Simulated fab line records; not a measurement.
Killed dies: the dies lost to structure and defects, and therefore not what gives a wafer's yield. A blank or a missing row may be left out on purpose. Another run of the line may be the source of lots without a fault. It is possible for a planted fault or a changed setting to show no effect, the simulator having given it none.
The tool behind it: which one? -- flow nand harc -- 23 lots, 69 wafers sampled, at 6 steps of a route of 1302

WHAT EACH GAUGE READ, for each wafer
The record lacks any reading of a measuring or inspecting step that a usual standard deviation could be used to judge.

WHICH TOOL RAN EACH LOT (tool, then ch and the chambers of the sampled wafers, then the start)
lot,NHARC_A_STAIRCASE_DESCUM_186,NHARC_A_STAIRCASE_TRIM_189,NHARC_A_STAIRCASE_ETCH_203,NHARC_A_STAIRCASE_TRIM_220,NHARC_A_STAIRCASE_ETCH_234,NHARC_A_STAIRCASE_TRIM_235
L074,"rie diel-03 ch 1,2,3, day 15 18:56","rie diel-03 ch 1,2,3, day 15 22:52 or earlier","rie diel-13 ch 0,1,2, day 15 22:52 or earlier","rie diel-13 ch 0,1,2, day 15 22:52","rie diel-11 ch 1,2, no start","rie diel-11 ch 0,2,3, no start"
L075,"rie diel-11 ch 0,1,3, day 15 19:39","rie diel-11 ch 0,1,2, day 15 23:34 or earlier","rie diel-03 ch 1,2,3, day 15 23:34 or earlier","rie diel-13 ch 0,1, day 15 23:34","rie diel-13 ch 0,1, no start","rie diel-13 ch 0,2, no start"
L076,"rie diel-13 ch 0,3, day 17 02:10","rie diel-13 ch 2,3, day 17 06:32 or earlier","rie diel-11 ch 0,2,3, day 17 06:32 or earlier","rie diel-11 ch 0,2,3, day 17 06:32","rie diel-11 ch 0,2, no start","rie diel-11 ch 0,2, no start"
L078,"rie diel-03 ch 0,1,2, day 17 12:50","rie diel-03 ch 0,1,2, day 17 16:44 or earlier","rie diel-03 ch 0,2,3, day 17 16:44 or earlier","rie diel-11 ch 0,3, day 17 16:44","rie diel-13 ch 0,1,3, no start","rie diel-13 ch 0,2,3, no start"
L077,"rie diel-03 ch 1,2, day 17 16:12","rie diel-03 ch 0,1, day 17 19:53 or earlier","rie diel-03 ch 1,2,3, day 17 19:53 or earlier","rie diel-03 ch 1,2, day 17 19:53","rie diel-11 ch 2,3, no start","rie diel-11 ch 2,3, no start"
L079,"rie diel-11 ch 2,3, day 17 17:24","rie diel-11 ch 0,3, day 17 21:18 or earlier","rie diel-11 ch 0,3, day 17 21:18 or earlier","rie diel-03 ch 1,2,3, day 17 21:18","rie diel-13 ch 0,1, no start","rie diel-13 ch 0,2,3, no start"
L081,"rie diel-13 ch 0,1,2, day 18 12:38","rie diel-13 ch 1,2,3, day 18 16:31 or earlier","rie diel-13 ch 0,2,3, day 18 16:31 or earlier","rie diel-13 ch 1,3, day 18 16:31","rie diel-03 ch 1,2,3, no start","rie diel-03 ch 0,1, no start"
L082,"rie diel-13 ch 0,1,2, day 19 03:42","rie diel-13 ch 0,1,2, day 19 07:29 or earlier","rie diel-03 ch 0,1,3, day 19 07:29 or earlier","rie diel-13 ch 0,1,2, day 19 07:29","rie diel-13 ch 0,1,3, no start","rie diel-13 ch 0,2,3, no start"
L080,"rie diel-03 ch 2,3, day 19 04:10","rie diel-03 ch 0,1,2, day 19 08:27 or earlier","rie diel-03 ch 0,2,3, day 19 08:27 or earlier","rie diel-03 ch 0,3, day 19 08:27","rie diel-13 ch 1,3, no start","rie diel-13 ch 1,2, no start"
L083,"rie diel-13 ch 0,3, day 19 14:56","rie diel-13 ch 2,3, day 19 18:55 or earlier","rie diel-03 ch 0,1,2, day 19 18:55 or earlier","rie diel-03 ch 0,1,2, day 19 18:55","rie diel-03 ch 1,2,3, no start","rie diel-03 ch 1,2,3, no start"
L085,"rie diel-13 ch 0,1,2, day 20 03:07","rie diel-13 ch 0,1,2, day 20 11:48 or earlier","rie diel-11 ch 0,1,2, day 20 11:48 or earlier","rie diel-11 ch 0,2,3, day 20 11:48","rie diel-03 ch 1,2,3, no start","rie diel-03 ch 0,2,3, no start"
L084,"rie diel-13 ch 0,1,2, day 20 18:39","rie diel-13 ch 0,1,3, day 20 23:26 or earlier","rie diel-03 ch 0,2, day 20 23:26 or earlier","rie diel-03 ch 0,1,2, day 20 23:26","rie diel-13 ch 0,2, no start","rie diel-13 ch 1,2, no start"
L086,"rie diel-11 ch 1,2,3, day 20 23:27","rie diel-11 ch 0,1,3, day 21 03:39 or earlier","rie diel-03 ch 2,3, day 21 03:39 or earlier","rie diel-11 ch 0,2,3, day 21 03:39","rie diel-13 ch 0,2, no start","rie diel-13 ch 0,2, no start"
L087,"rie diel-03 ch 1,2, day 21 06:53","rie diel-03 ch 2,3, day 21 10:43 or earlier","rie diel-13 ch 0,1, day 21 10:43 or earlier","rie diel-03 ch 0,1, day 21 10:43","rie diel-13 ch 1,2, no start","rie diel-13 ch 0,2, no start"
L088,"rie diel-11 ch 0,2,3, day 22 05:18","rie diel-11 ch 0,1,2, day 22 12:07 or earlier","rie diel-13 ch 1,2,3, day 22 12:07 or earlier","rie diel-13 ch 0,1,2, day 22 12:07","rie diel-13 ch 1,2,3, no start","rie diel-13 ch 0,1,2, no start"
L089,"rie diel-03 ch 2,3, day 22 11:04","rie diel-03 ch 0,1,3, day 22 18:19 or earlier","rie diel-03 ch 1,2, day 22 18:19 or earlier","rie diel-03 ch 1,2,3, day 22 18:19","rie diel-03 ch 1,2,3, no start","rie diel-03 ch 0,1,3, no start"
L090,"rie diel-03 ch 1,3, day 22 16:41","rie diel-03 ch 0,2, day 22 20:26 or earlier","rie diel-11 ch 0,2, day 22 20:26 or earlier","rie diel-11 ch 0,2, day 22 20:26","rie diel-11 ch 0,3, no start","rie diel-11 ch 1,2,3, no start"
L092,"rie diel-03 ch 0,1,2, day 23 06:06","rie diel-03 ch 0,2, day 23 09:53 or earlier","rie diel-03 ch 0,1,2, day 23 09:53 or earlier","rie diel-13 ch 0,1,2, day 23 09:53","rie diel-03 ch 0,1,2, no start","rie diel-03 ch 0,1,2, no start"
L093,"rie diel-03 ch 0,1,2, day 24 02:02","rie diel-03 ch 0,1, day 24 05:52 or earlier","rie diel-13 ch 1,2, day 24 05:52 or earlier","rie diel-03 ch 0,1, day 24 05:52","rie diel-03 ch 0,2,3, no start","rie diel-03 ch 0,2,3, no start"
L095,"rie diel-11 ch 2,3, day 24 10:38","rie diel-11 ch 1,2, day 24 14:38 or earlier","rie diel-11 ch 1,2,3, day 24 14:38 or earlier","rie diel-13 ch 1,2, day 24 14:38","rie diel-13 ch 1,2,3, no start","rie diel-13 ch 0,1, no start"
L094,"rie diel-11 ch 1,2,3, day 24 10:45","rie diel-11 ch 0,2,3, day 24 14:49 or earlier","rie diel-13 ch 0,1,2, day 24 14:49 or earlier","rie diel-03 ch 0,1,2, day 24 14:49","rie diel-03 ch 1,2,3, no start","rie diel-03 ch 0,1,2, no start"
L096,"rie diel-13 ch 0,1, day 25 04:58","rie diel-13 ch 2,3, day 25 08:53 or earlier","rie diel-13 ch 0,1,2, day 25 08:53 or earlier","rie diel-13 ch 2,3, day 25 08:53","rie diel-13 ch 2,3, no start","rie diel-13 ch 0,2,3, no start"
L097,"rie diel-13 ch 2,3, day 25 09:46","rie diel-13 ch 0,1,3, day 25 14:05 or earlier","rie diel-13 ch 0,1, day 25 14:05 or earlier","rie diel-13 ch 0,2,3, day 25 14:05","rie diel-11 ch 1,2,3, no start","rie diel-11 ch 0,2,3, no start"
- NHARC_A_STAIRCASE_DESCUM_186: chemistry O2, time 3 s.
- NHARC_A_STAIRCASE_TRIM_189: chemistry O2, time 211.2 s.
- NHARC_A_STAIRCASE_ETCH_203: etches the open film in C4F8/O2, target depth 100 nm, time 40.5 s.
- NHARC_A_STAIRCASE_TRIM_220: chemistry O2, time 211.2 s.
- NHARC_A_STAIRCASE_ETCH_234: etches the open film in C4F8/O2, target depth 100 nm, time 40.5 s.
- NHARC_A_STAIRCASE_TRIM_235: chemistry O2, time 211.2 s.

AS READ BY THE TOOLS THEMSELVES (means over the sampled wafers that have a number; for cases with no such wafer, the mark the record gives instead)
NHARC_A_STAIRCASE_DESCUM_186. Usual: drypump motor current A 5.6 A, standard deviation 0.37; oes product au 0.996 a.u., standard deviation 0.0099; rf vpp V 57.6 V, standard deviation 0.9; showerhead plenum p Torr 1.89 Torr, standard deviation 0.076; throttle valve pct 11.311 %, standard deviation 0.0091.
lot,tool,drypump motor current A (A),oes product au (a.u.),rf vpp V (V),showerhead plenum p Torr (Torr),throttle valve pct (%),flag
L074,rie diel-03,5.6,0.995,57.2,1.87,11.313,
L075,rie diel-11,5.6,0.991,56.8,1.88,11.308,
L076,rie diel-13,5.4,0.997,58.4,1.93,11.321,
L078,rie diel-03,5.6,0.993,57.6,1.87,11.309,
L077,rie diel-03,5.3,0.996,57.6,1.87,11.312,
L079,rie diel-11,5.4,0.996,57.6,1.85,11.310,
L081,rie diel-13,5.4,1.001,57.8,1.92,11.311,
L082,rie diel-13,5.5,0.999,58.4,1.92,11.313,
L080,rie diel-03,5.8,0.990,57.7,1.90,11.306,
L083,rie diel-13,5.4,1.010,57.3,1.92,11.307,
L085,rie diel-13,5.4,0.998,57.8,1.92,11.319,
L084,rie diel-13,5.4,1.003,57.6,1.91,11.321,
L086,rie diel-11,5.6,0.995,58.0,1.90,11.314,
L087,rie diel-03,5.3,1.017,58.0,1.86,11.306,
L088,rie diel-11,5.8,0.994,58.3,1.92,11.312,
L089,rie diel-03,5.8,0.993,56.9,1.89,11.316,
L090,rie diel-03,5.6,0.990,57.5,1.80,11.312,
L092,rie diel-03,5.6,0.993,57.8,1.86,11.308,
L093,rie diel-03,5.6,0.999,57.9,1.86,11.311,
L095,rie diel-11,5.4,1.006,58.3,1.83,11.317,
L094,rie diel-11,5.6,0.978,57.3,1.89,11.300,
L096,rie diel-13,5.7,0.985,57.2,1.87,11.311,
L097,rie diel-13,5.3,0.994,57.8,1.94,11.308,

NHARC_A_STAIRCASE_TRIM_189. Usual: drypump motor current A 5.6 A, standard deviation 0.37; oes product au 0.998 a.u., standard deviation 0.0082; rf vpp V 57.7 V, standard deviation 0.86; showerhead plenum p Torr 3.49 Torr, standard deviation 0.13; throttle valve pct 17.035 %, standard deviation 0.0094.
lot,tool,drypump motor current A (A),oes product au (a.u.),rf vpp V (V),showerhead plenum p Torr (Torr),throttle valve pct (%),flag
L074,rie diel-03,5.6,0.991,58.6,3.45,17.039,
L075,rie diel-11,5.9,0.998,57.9,3.50,17.030,
L076,rie diel-13,5.4,1.005,57.4,3.58,17.036,
L078,rie diel-03,5.6,1.005,57.3,3.46,17.033,
L077,rie diel-03,5.4,1.006,57.4,3.38,17.031,
L079,rie diel-11,5.8,0.998,56.7,3.31,17.038,
L081,rie diel-13,5.5,0.999,57.5,3.54,17.034,
L082,rie diel-13,5.5,1.002,57.7,3.54,17.036,
L080,rie diel-03,5.6,0.992,57.9,3.45,17.038,
L083,rie diel-13,5.3,1.002,57.7,3.60,17.031,
L085,rie diel-13,5.5,1.003,57.1,3.54,17.038,
L084,rie diel-13,5.6,1.001,57.2,3.50,17.026,
L086,rie diel-11,5.6,0.991,58.1,3.63,17.035,
L087,rie diel-03,5.9,0.997,57.7,3.50,17.041,
L088,rie diel-11,5.9,0.987,58.1,3.65,17.049,
L089,rie diel-03,5.6,0.997,56.9,3.35,17.036,
L090,rie diel-03,5.9,0.995,57.1,3.51,17.026,
L092,rie diel-03,5.9,0.994,58.0,3.51,17.030,
L093,rie diel-03,5.6,1.003,57.3,3.37,17.033,
L095,rie diel-11,5.7,0.989,57.2,3.61,17.032,
L094,rie diel-11,5.8,1.003,58.2,3.52,17.033,
L096,rie diel-13,5.4,0.997,58.0,3.55,17.035,
L097,rie diel-13,5.6,0.994,58.2,3.49,17.038,

NHARC_A_STAIRCASE_ETCH_203. Usual: oes product au 0.941 a.u., standard deviation 0.011; rf vpp V 894 V, standard deviation 4.8.
lot,tool,oes product au (a.u.),rf vpp V (V),flag
L074,rie diel-13,0.938,896,
L075,rie diel-03,0.941,893,
L076,rie diel-11,0.932,890,
L078,rie diel-03,0.946,893,
L077,rie diel-03,0.947,894,
L079,rie diel-11,0.939,889,
L081,rie diel-13,0.956,897,
L082,rie diel-03,0.942,889,
L080,rie diel-03,0.936,893,
L083,rie diel-03,0.937,893,
L085,rie diel-11,0.941,901,
L084,rie diel-03,0.933,896,
L086,rie diel-03,0.933,892,
L087,rie diel-13,0.955,895,
L088,rie diel-13,0.953,896,
L089,rie diel-03,0.941,895,
L090,rie diel-11,0.943,901,
L092,rie diel-03,0.944,892,
L093,rie diel-13,0.949,894,
L095,rie diel-11,0.941,895,
L094,rie diel-13,0.945,895,
L096,rie diel-13,0.933,896,
L097,rie diel-13,0.940,893,

NHARC_A_STAIRCASE_TRIM_220. Usual: drypump motor current A 5.6 A, standard deviation 0.38; oes product au 0.996 a.u., standard deviation 0.0099; rf vpp V 57.7 V, standard deviation 0.88; showerhead plenum p Torr 3.48 Torr, standard deviation 0.13; throttle valve pct 17.036 %, standard deviation 0.0097.
lot,tool,drypump motor current A (A),oes product au (a.u.),rf vpp V (V),showerhead plenum p Torr (Torr),throttle valve pct (%),flag
L074,rie diel-13,5.5,1.003,57.9,3.55,17.044,
L075,rie diel-13,5.5,0.998,57.9,3.52,17.034,
L076,rie diel-11,5.8,0.997,57.2,3.37,17.042,
L078,rie diel-11,5.5,0.997,56.8,3.34,17.040,
L077,rie diel-03,5.6,0.995,57.0,3.52,17.028,
L079,rie diel-03,5.6,0.990,57.5,3.44,17.028,
L081,rie diel-13,5.8,0.996,57.0,3.48,17.040,
L082,rie diel-13,5.5,0.993,57.7,3.54,17.036,
L080,rie diel-03,5.9,1.004,57.9,3.38,17.043,
L083,rie diel-03,5.6,1.002,58.1,3.45,17.041,
L085,rie diel-11,5.8,0.991,58.3,3.54,17.036,
L084,rie diel-03,5.6,0.991,58.4,3.44,17.040,
L086,rie diel-11,5.8,0.987,58.3,3.54,17.035,
L087,rie diel-03,5.4,0.998,58.0,3.37,17.046,
L088,rie diel-13,5.4,1.009,57.7,3.52,17.027,
L089,rie diel-03,5.6,1.002,57.1,3.42,17.032,
L090,rie diel-11,6.1,0.994,57.2,3.68,17.033,
L092,rie diel-13,5.5,1.003,56.9,3.52,17.026,
L093,rie diel-03,5.6,0.993,58.0,3.37,17.030,
L095,rie diel-13,5.7,0.986,58.2,3.48,17.034,
L094,rie diel-03,5.6,0.996,57.2,3.43,17.043,
L096,rie diel-13,5.3,1.000,58.5,3.58,17.023,
L097,rie diel-13,5.3,0.991,57.3,3.55,17.038,

NHARC_A_STAIRCASE_ETCH_234. Usual: oes product au 0.942 a.u., standard deviation 0.011; rf vpp V 895 V, standard deviation 4.8.
lot,tool,oes product au (a.u.),rf vpp V (V),flag
L074,rie diel-11,0.949,900,
L075,rie diel-13,0.930,894,
L076,rie diel-11,0.936,891,
L078,rie diel-13,0.946,896,
L077,rie diel-11,0.938,892,
L079,rie diel-13,0.936,894,
L081,rie diel-03,0.939,892,
L082,rie diel-13,0.943,896,
L080,rie diel-13,0.950,895,
L083,rie diel-03,0.938,892,
L085,rie diel-03,0.942,892,
L084,rie diel-13,0.941,899,
L086,rie diel-13,0.954,897,
L087,rie diel-13,0.938,894,
L088,rie diel-13,0.945,896,
L089,rie diel-03,0.932,892,
L090,rie diel-11,0.924,899,
L092,rie diel-03,0.948,893,
L093,rie diel-03,0.937,892,
L095,rie diel-13,0.936,895,
L094,rie diel-03,0.938,892,
L096,rie diel-13,0.939,897,
L097,rie diel-11,0.947,895,

NHARC_A_STAIRCASE_TRIM_235. Usual: drypump motor current A 5.6 A, standard deviation 0.37; oes product au 0.997 a.u., standard deviation 0.0096; rf vpp V 57.7 V, standard deviation 0.83; showerhead plenum p Torr 3.48 Torr, standard deviation 0.12; throttle valve pct 17.037 %, standard deviation 0.0094.
lot,tool,drypump motor current A (A),oes product au (a.u.),rf vpp V (V),showerhead plenum p Torr (Torr),throttle valve pct (%),flag
L074,rie diel-11,5.8,0.989,57.3,3.38,17.037,
L075,rie diel-13,5.2,1.002,57.7,3.61,17.040,
L076,rie diel-11,6.1,1.001,57.3,3.40,17.044,
L078,rie diel-13,5.3,1.000,57.8,3.57,17.044,
L077,rie diel-11,5.8,0.989,58.2,3.44,17.049,
L079,rie diel-13,5.3,0.997,58.6,3.57,17.035,
L081,rie diel-03,5.6,1.008,57.0,3.39,17.033,
L082,rie diel-13,5.4,1.005,57.8,3.57,17.037,
L080,rie diel-13,5.6,0.981,57.8,3.50,17.042,
L083,rie diel-03,5.6,0.993,58.0,3.43,17.032,
L085,rie diel-03,5.9,0.989,57.3,3.44,17.038,
L084,rie diel-13,5.4,1.001,58.1,3.55,17.028,
L086,rie diel-13,5.2,1.010,58.1,3.56,17.040,
L087,rie diel-13,5.3,1.008,57.2,3.56,17.039,
L088,rie diel-13,5.5,1.005,58.0,3.52,17.037,
L089,rie diel-03,5.6,1.004,56.6,3.35,17.032,
L090,rie diel-11,5.6,0.990,57.4,3.50,17.044,
L092,rie diel-03,5.6,0.995,57.7,3.43,17.041,
L093,rie diel-03,5.9,1.004,57.8,3.42,17.046,
L095,rie diel-13,5.6,0.994,58.5,3.49,17.040,
L094,rie diel-03,5.6,1.001,57.4,3.43,17.033,
L096,rie diel-13,5.3,0.989,57.7,3.55,17.037,
L097,rie diel-11,5.8,0.999,58.3,3.52,17.036,

THE ANSWER, worked out from the rows above alone
Rule: lot off if the mean of its wafers having a number is beyond 3 standard deviations from the usual mean. A lot without any number at a reading at which 4 lots or more have one is off too. The other lots that the step has rows for count as sound. The gauges are gone through in route order, then the tools' own readings, and for those a lot's mean is taken as printed above. The first step at which some lot is off is used, and at that step the reading that is off furthest; a lot without a number counts as furthest.
None of the lots is off at any reading shown; this tells nothing.

WHAT THE SIMULATOR HAD INSERTED
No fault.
